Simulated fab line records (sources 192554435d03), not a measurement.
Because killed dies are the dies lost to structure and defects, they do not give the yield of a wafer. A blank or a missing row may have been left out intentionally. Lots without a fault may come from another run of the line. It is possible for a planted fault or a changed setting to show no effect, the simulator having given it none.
Split-lot experiment :: flow n5_finfet :: route with 1938 steps; 7 lots, 39 wafers read

## THE SPLIT ITSELF
At N5_BEOL_M12_ETCH_59 (etches BARC in N2/H2, target depth 89 nm, overetch 26.7 nm, time 67.9 s), the setting target_depth_a was moved away from the recipe's 890 angstrom on 12 of the 39 wafers read, by -49.7% to -23.8%. The other wafers ran this setting at the recipe's value.

There is no step in the file separating the split from the reading.

## THE READING
coat_of_BEOL_M12_COAT_04.thk_nm (the simulator's own value, which no gauge read), in nm, at N5_BEOL_M12_VIA_ETCH_16 (etches SiOC in C4F8/O2/Ar, target depth 724.8 nm). No usual value for it is given in the file. Here, 27 wafers ran the recipe; their average is 121.9 nm with a standard deviation of 2.6 nm.

wafer: L078.1
tool, chamber at the split: rie_diel-01, 3
target_depth_a as run, angstrom: 621.3
against the recipe: -30.2%
coat_of_BEOL_M12_COAT_04.thk_nm, nm: 143.6
against lot-mates on the recipe: +23.5

wafer: L078.2
tool, chamber at the split: rie_diel-01, 1
target_depth_a as run, angstrom: 621.3
against the recipe: -30.2%
coat_of_BEOL_M12_COAT_04.thk_nm, nm: 136.8
against lot-mates on the recipe: +16.7

wafer: L078.3
tool, chamber at the split: rie_diel-01, 0
target_depth_a as run, angstrom: 890
against the recipe: recipe
coat_of_BEOL_M12_COAT_04.thk_nm, nm: 121.6
against lot-mates on the recipe: -

wafer: L078.4
tool, chamber at the split: rie_diel-01, 1
target_depth_a as run, angstrom: 890
against the recipe: recipe
coat_of_BEOL_M12_COAT_04.thk_nm, nm: 119.8
against lot-mates on the recipe: -

wafer: L078.5
tool, chamber at the split: rie_diel-01, 0
target_depth_a as run, angstrom: 890
against the recipe: recipe
coat_of_BEOL_M12_COAT_04.thk_nm, nm: 119
against lot-mates on the recipe: -

wafer: L078.6
tool, chamber at the split: rie_diel-01, 3
target_depth_a as run, angstrom: 621.3
against the recipe: -30.2%
coat_of_BEOL_M12_COAT_04.thk_nm, nm: 138.6
against lot-mates on the recipe: +18.5

wafer: L081.1
tool, chamber at the split: rie_diel-02, 2
target_depth_a as run, angstrom: 678.2
against the recipe: -23.8%
coat_of_BEOL_M12_COAT_04.thk_nm, nm: 135.2
against lot-mates on the recipe: +15.1

wafer: L081.2
tool, chamber at the split: rie_diel-02, 1
target_depth_a as run, angstrom: 890
against the recipe: recipe
coat_of_BEOL_M12_COAT_04.thk_nm, nm: 121.4
against lot-mates on the recipe: -

wafer: L081.3
tool, chamber at the split: rie_diel-02, 3
target_depth_a as run, angstrom: 678.2
against the recipe: -23.8%
coat_of_BEOL_M12_COAT_04.thk_nm, nm: 134.4
against lot-mates on the recipe: +14.3

wafer: L081.4
tool, chamber at the split: rie_diel-02, 0
target_depth_a as run, angstrom: 890
against the recipe: recipe
coat_of_BEOL_M12_COAT_04.thk_nm, nm: 119.8
against lot-mates on the recipe: -

wafer: L081.5
tool, chamber at the split: rie_diel-02, 0
target_depth_a as run, angstrom: 678.2
against the recipe: -23.8%
coat_of_BEOL_M12_COAT_04.thk_nm, nm: 137.8
against lot-mates on the recipe: +17.7

wafer: L081.6
tool, chamber at the split: rie_diel-02, 3
target_depth_a as run, angstrom: 890
against the recipe: recipe
coat_of_BEOL_M12_COAT_04.thk_nm, nm: 119.2
against lot-mates on the recipe: -

wafer: L082.1
tool, chamber at the split: rie_diel-02, 0
target_depth_a as run, angstrom: 890
against the recipe: recipe
coat_of_BEOL_M12_COAT_04.thk_nm, nm: 127.8
against lot-mates on the recipe: -

wafer: L082.2
tool, chamber at the split: rie_diel-02, 2
target_depth_a as run, angstrom: 890
against the recipe: recipe
coat_of_BEOL_M12_COAT_04.thk_nm, nm: 123.4
against lot-mates on the recipe: -

wafer: L082.3
tool, chamber at the split: rie_diel-02, 1
target_depth_a as run, angstrom: 447.8
against the recipe: -49.7%
coat_of_BEOL_M12_COAT_04.thk_nm, nm: 147.8
against lot-mates on the recipe: +23.2

wafer: L082.4
tool, chamber at the split: rie_diel-02, 3
target_depth_a as run, angstrom: 447.8
against the recipe: -49.7%
coat_of_BEOL_M12_COAT_04.thk_nm, nm: 146.6
against lot-mates on the recipe: +22.0

wafer: L082.5
tool, chamber at the split: rie_diel-02, 2
target_depth_a as run, angstrom: 447.8
against the recipe: -49.7%
coat_of_BEOL_M12_COAT_04.thk_nm, nm: 147
against lot-mates on the recipe: +22.4

wafer: L082.6
tool, chamber at the split: rie_diel-02, 1
target_depth_a as run, angstrom: 890
against the recipe: recipe
coat_of_BEOL_M12_COAT_04.thk_nm, nm: 122.6
against lot-mates on the recipe: -

wafer: L084.3
tool, chamber at the split: rie_diel-04, 1
target_depth_a as run, angstrom: 890
against the recipe: recipe
coat_of_BEOL_M12_COAT_04.thk_nm, nm: 121
against lot-mates on the recipe: -

wafer: L084.5
tool, chamber at the split: rie_diel-04, 1
target_depth_a as run, angstrom: 890
against the recipe: recipe
coat_of_BEOL_M12_COAT_04.thk_nm, nm: 119.4
against lot-mates on the recipe: -

wafer: L084.6
tool, chamber at the split: rie_diel-04, 2
target_depth_a as run, angstrom: 890
against the recipe: recipe
coat_of_BEOL_M12_COAT_04.thk_nm, nm: 118.8
against lot-mates on the recipe: -

wafer: L087.1
tool, chamber at the split: rie_diel-04, 3
target_depth_a as run, angstrom: 890
against the recipe: recipe
coat_of_BEOL_M12_COAT_04.thk_nm, nm: 128
against lot-mates on the recipe: -

wafer: L087.2
tool, chamber at the split: rie_diel-04, 0
target_depth_a as run, angstrom: 890
against the recipe: recipe
coat_of_BEOL_M12_COAT_04.thk_nm, nm: 121.6
against lot-mates on the recipe: -

wafer: L087.3
tool, chamber at the split: rie_diel-04, 2
target_depth_a as run, angstrom: 890
against the recipe: recipe
coat_of_BEOL_M12_COAT_04.thk_nm, nm: 120.2
against lot-mates on the recipe: -

wafer: L087.6
tool, chamber at the split: rie_diel-04, 0
target_depth_a as run, angstrom: 890
against the recipe: recipe
coat_of_BEOL_M12_COAT_04.thk_nm, nm: 120.2
against lot-mates on the recipe: -

wafer: L087.4
tool, chamber at the split: rie_diel-04, 2
target_depth_a as run, angstrom: 890
against the recipe: recipe
coat_of_BEOL_M12_COAT_04.thk_nm, nm: 123.4
against lot-mates on the recipe: -

wafer: L087.5
tool, chamber at the split: rie_diel-04, 3
target_depth_a as run, angstrom: 890
against the recipe: recipe
coat_of_BEOL_M12_COAT_04.thk_nm, nm: 122.2
against lot-mates on the recipe: -

wafer: L096.1
tool, chamber at the split: rie_diel-01, 1
target_depth_a as run, angstrom: 890
against the recipe: recipe
coat_of_BEOL_M12_COAT_04.thk_nm, nm: 122
against lot-mates on the recipe: -

wafer: L096.2
tool, chamber at the split: rie_diel-01, 2
target_depth_a as run, angstrom: 890
against the recipe: recipe
coat_of_BEOL_M12_COAT_04.thk_nm, nm: 126.4
against lot-mates on the recipe: -

wafer: L096.3
tool, chamber at the split: rie_diel-01, 0
target_depth_a as run, angstrom: 890
against the recipe: recipe
coat_of_BEOL_M12_COAT_04.thk_nm, nm: 123
against lot-mates on the recipe: -

wafer: L096.4
tool, chamber at the split: rie_diel-01, 3
target_depth_a as run, angstrom: 890
against the recipe: recipe
coat_of_BEOL_M12_COAT_04.thk_nm, nm: 124.4
against lot-mates on the recipe: -

wafer: L096.5
tool, chamber at the split: rie_diel-01, 1
target_depth_a as run, angstrom: 890
against the recipe: recipe
coat_of_BEOL_M12_COAT_04.thk_nm, nm: 121.4
against lot-mates on the recipe: -

wafer: L096.6
tool, chamber at the split: rie_diel-01, 0
target_depth_a as run, angstrom: 890
against the recipe: recipe
coat_of_BEOL_M12_COAT_04.thk_nm, nm: 120.4
against lot-mates on the recipe: -

wafer: L095.1
tool, chamber at the split: rie_diel-04, 3
target_depth_a as run, angstrom: 502.5
against the recipe: -43.5%
coat_of_BEOL_M12_COAT_04.thk_nm, nm: 145
against lot-mates on the recipe: +23.9

wafer: L095.2
tool, chamber at the split: rie_diel-04, 1
target_depth_a as run, angstrom: 890
against the recipe: recipe
coat_of_BEOL_M12_COAT_04.thk_nm, nm: 124.4
against lot-mates on the recipe: -

wafer: L095.3
tool, chamber at the split: rie_diel-04, 2
target_depth_a as run, angstrom: 502.5
against the recipe: -43.5%
coat_of_BEOL_M12_COAT_04.thk_nm, nm: 145.8
against lot-mates on the recipe: +24.7

wafer: L095.4
tool, chamber at the split: rie_diel-04, 0
target_depth_a as run, angstrom: 890
against the recipe: recipe
coat_of_BEOL_M12_COAT_04.thk_nm, nm: 118.2
against lot-mates on the recipe: -

wafer: L095.5
tool, chamber at the split: rie_diel-04, 3
target_depth_a as run, angstrom: 502.5
against the recipe: -43.5%
coat_of_BEOL_M12_COAT_04.thk_nm, nm: 140.6
against lot-mates on the recipe: +19.5

wafer: L095.6
tool, chamber at the split: rie_diel-04, 0
target_depth_a as run, angstrom: 890
against the recipe: recipe
coat_of_BEOL_M12_COAT_04.thk_nm, nm: 120.8
against lot-mates on the recipe: -

THE FIT
A straight line over all 39 wafers: coat_of_BEOL_M12_COAT_04.thk_nm changes by -0.523 nm for each +1% of target_depth_a; r = -0.97; the points scatter about the line by 2.6 nm.
The same after taking each lot's own level away (the mean of its wafers on the recipe; 39 wafers): -0.517 nm for each +1%; r = -0.96; scatter 2.7 nm.
That fit puts the effect of the largest move of target_depth_a on the reading at 26 nm.
The span of the lots' own levels, 119.73 to 124.60 nm, comes to 1.9 times the standard deviation stated above.
The two slopes agree, so the slope changes little with the lot-to-lot level.
Check: for one of the wafers moved furthest among these (-49.7%), held out of the fit, the line's prediction against its lot-mates is +26.5 nm. Against them it came out at +23.2 nm.

## FURTHER SPLITS ON THESE WAFERS
These wafers also went through other splits before the reading. Each is held against what the fit with the lots' levels taken away leaves over:
other split on the same wafers: N5_BEOL_M9_ETCH_62 time_s
wafers away from the commonest value: 18
r with coat_of_BEOL_M12_COAT_04.thk_nm (lot level and that fit taken away): -0.06

other split on the same wafers: N5_BEOL_M10_ETCH_62 time_s
wafers away from the commonest value: 15
r with coat_of_BEOL_M12_COAT_04.thk_nm (lot level and that fit taken away): -0.01

## THE WHOLE CHAIN: every reading that the file lists as answering this split, in the file's order
step: N5_BEOL_M12_ETCH_59
what it does: etches BARC in N2/H2, target depth 89 nm, overetch 26.7 nm, time 67.9 s
reading: coat_of_BEOL_M12_COAT_04.thk_nm (the simulator's own value, which no gauge read)
change (the file's fit): -0.511 nm for each +1% of the setting
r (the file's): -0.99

step: N5_BEOL_M12_ETCH_59
what it does: etches BARC in N2/H2, target depth 89 nm, overetch 26.7 nm, time 67.9 s
reading: etch.depth_nm (the simulator's own value, which no gauge read)
change (the file's fit): +0.251 nm for each +1% of the setting
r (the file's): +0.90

step: N5_BEOL_M12_VIA_ETCH_16
what it does: etches SiOC in C4F8/O2/Ar, target depth 724.8 nm
reading: coat_of_BEOL_M12_COAT_04.thk_nm (the simulator's own value, which no gauge read)
change (the file's fit): -0.525 nm for each +1% of the setting
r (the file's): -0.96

step: N5_BEOL_M12_STRIP_63
what it does: strips in N2/H2
reading: strip_time_to_endpoint_s
change (the file's fit): withheld for each +1% of the setting
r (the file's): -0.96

## FILE'S OWN FIT
coat_of_BEOL_M12_COAT_04.thk_nm changes by -0.525 nm for each +1% of target_depth_a, r = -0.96.
